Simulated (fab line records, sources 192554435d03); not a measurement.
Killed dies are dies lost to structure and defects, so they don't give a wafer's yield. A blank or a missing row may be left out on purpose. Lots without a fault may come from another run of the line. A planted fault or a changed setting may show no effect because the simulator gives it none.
Chamber matching | flow n5_finfet | N5_FIN_SAQP_STRIP_77 on rie_diel-03: 4 sister chambers
The step strips in N2/H2, time 90 s. 20 wafers are shown with their chamber, then 10 later ones without.

WAFERS WITH THEIR CHAMBER
wafer  | chamber | drypump_motor_current_A (A) | showerhead_plenum_p_Torr (Torr) | throttle_valve_pct (%)
L075.2 | 2       | 5.4                         | 3.41                            | 12.17
L075.4 | 0       | 5.7                         | 3.56                            | 12.11
L075.6 | 3       | 6.3                         | 3.25                            | 12.45
L079.3 | 0       | 5.7                         | 3.56                            | 12.12
L079.4 | 1       | 5.2                         | 3.42                            | 12.25
L079.6 | 2       | 5.3                         | 3.41                            | 12.20
L080.1 | 2       | 5.4                         | 3.41                            | 12.20
L080.3 | 3       | 6.4                         | 3.24                            | 12.48
L080.6 | 1       | 5.2                         | 3.42                            | 12.24
L083.1 | 2       | 5.3                         | 3.41                            | 12.22
L083.2 | 0       | 5.7                         | 3.56                            | 12.16
L083.4 | 0       | 5.7                         | 3.56                            | 12.14
L088.2 | 2       | 5.3                         | 3.40                            | 12.26
L088.3 | 3       | 6.3                         | 3.23                            | 12.54
L088.5 | 2       | 5.3                         | 3.40                            | 12.26
L089.2 | 2       | 5.4                         | 3.39                            | 12.28
L089.3 | 0       | 5.7                         | 3.54                            | 12.21
L089.4 | 0       | 5.7                         | 3.54                            | 12.20
L091.3 | 3       | 6.3                         | 3.22                            | 12.55
L091.5 | 3       | 6.3                         | 3.22                            | 12.58

SIGNATURES (means of the wafers above)
reading                  | chamber 0 | chamber 1 | chamber 2 | chamber 3 | scatter within a chamber
drypump_motor_current_A  | 5.700     | 5.200     | 5.343     | 6.320     | 0.0396
showerhead_plenum_p_Torr | 3.5533    | 3.4200    | 3.4043    | 3.2320    | 0.00995
throttle_valve_pct       | 12.1567   | 12.2450   | 12.2271   | 12.5200   | 0.0431
Rule: a wafer's distance from a chamber is the root of the sum, over the readings, of the square of ((its reading less the chamber's mean) divided by the reading's scatter). The wafer belongs to the nearest chamber; if the next one is less than 2 further off, it can't be placed. The scatter: the root of (the sum of the squares of (reading less its chamber's mean) over the shown wafers, divided by (wafers less chambers)).

WAFERS WITHOUT THEIR CHAMBER
wafer  | drypump_motor_current_A (A) | showerhead_plenum_p_Torr (Torr) | throttle_valve_pct (%)
L091.6 | 5.3                         | 3.39                            | 12.29
L094.1 | 5.7                         | 3.54                            | 12.23
L094.2 | 5.3                         | 3.39                            | 12.32
L094.5 | 6.3                         | 3.22                            | 12.58
L095.2 | 5.3                         | 3.39                            | 12.31
L095.3 | 5.2                         | 3.42                            | 12.26
L095.4 | 5.7                         | 3.53                            | 12.24
L097.2 | 5.3                         | 3.38                            | 12.33
L097.4 | 6.4                         | 3.22                            | 12.59
L097.5 | 5.7                         | 3.53                            | 12.27

WHICH CHAMBER EACH WENT THROUGH
wafer  | from the rows above     | in truth
L091.6 | can't be placed: 2 or 1 | 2
L094.1 | 0                       | 0
L094.2 | can't be placed: 2 or 1 | 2
L094.5 | 3                       | 3
L095.2 | can't be placed: 2 or 1 | 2
L095.3 | 1                       | 1
L095.4 | 0                       | 0
L097.2 | can't be placed: 2 or 1 | 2
L097.4 | 3                       | 3
L097.5 | 0                       | 0
Placed correctly: 6 of 10. Can't be placed from these rows: 4 (the true chamber is among the candidates in 4). Placed wrongly: 0.
